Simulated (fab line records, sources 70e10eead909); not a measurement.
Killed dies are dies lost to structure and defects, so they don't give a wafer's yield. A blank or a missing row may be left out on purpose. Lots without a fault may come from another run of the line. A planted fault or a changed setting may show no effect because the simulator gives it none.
Which tool did it? | flow nand_harc | 6 lots, 18 wafers sampled, at 4 steps of a route of 1302

WHAT THE GAUGES READ, wafer by wafer
NHARC_END_SORT_01.
lot  | measured     | on        | sort_rim_yield_pct (%)
L949 | day 27 08:54 | prober-01 | 97 94 96
L954 | day 29 06:49 | prober-01 | 92 89 88
L957 | day 30 03:32 | prober-01 | 75

WHICH TOOL RAN EACH LOT (tool, then ch and the chambers of the sampled wafers, then the start)
lot  | NHARC_P_M1_PRE_CLEAN_32       | NHARC_P_M2_ETCH_15                 | NHARC_P_M2_DEGAS_29
L944 | pecvd-02 ch 0,2, day 7 01:08  | rie_diel-01 ch 0,2,3, day 7 02:52  | pvd_sputter-02, day 7 03:43
L949 | pecvd-02 ch 0,2, day 8 20:35  | rie_diel-01 ch 1,2, day 8 22:13    | pvd_sputter-03, day 8 23:05
L954 | pecvd-03 ch 1,2, day 10 17:25 | rie_diel-01 ch 0,2,3, day 10 18:59 | pvd_sputter-02, day 10 19:50
L957 | pecvd-02 ch 1,2, day 11 17:05 | rie_diel-01 ch 2,3, day 11 18:46   | pvd_sputter-01, day 11 19:45
L965 | pecvd-04 ch 1,2, day 15 00:14 | rie_diel-01 ch 0,2,3, day 15 01:56 | pvd_sputter-01, day 15 02:46
L967 | pecvd-04 ch 0,2, day 16 05:04 | rie_diel-01 ch 0,3, day 16 06:44   | pvd_sputter-03, day 16 07:35
- NHARC_P_M1_PRE_CLEAN_32: time 12 s.
- NHARC_P_M2_ETCH_15: etches the open film in C4F8/Ar, target depth 182.5 nm, time 91.2 s.
- NHARC_P_M2_DEGAS_29: time 60 s.

THE ANSWER, worked out from the rows above alone
Rule: what is usual is taken from the lots themselves. Put in order of their means at a reading, lots are off if they are a third of the lots or fewer, leave a main group of 4 or more, and stand apart from it by a gap of 3 or more times the standard deviation of the main group's means; of several such gaps the widest counts. A main group whose means are all the same, to the digits that the tables above print for the reading, isn't used. A lot without any number at a reading at which 4 lots or more have one is off too. The other lots that the step has rows for count as sound.
No lot is off at any reading shown: from this, nothing can be told.

WHAT THE SIMULATOR HAD PUT IN
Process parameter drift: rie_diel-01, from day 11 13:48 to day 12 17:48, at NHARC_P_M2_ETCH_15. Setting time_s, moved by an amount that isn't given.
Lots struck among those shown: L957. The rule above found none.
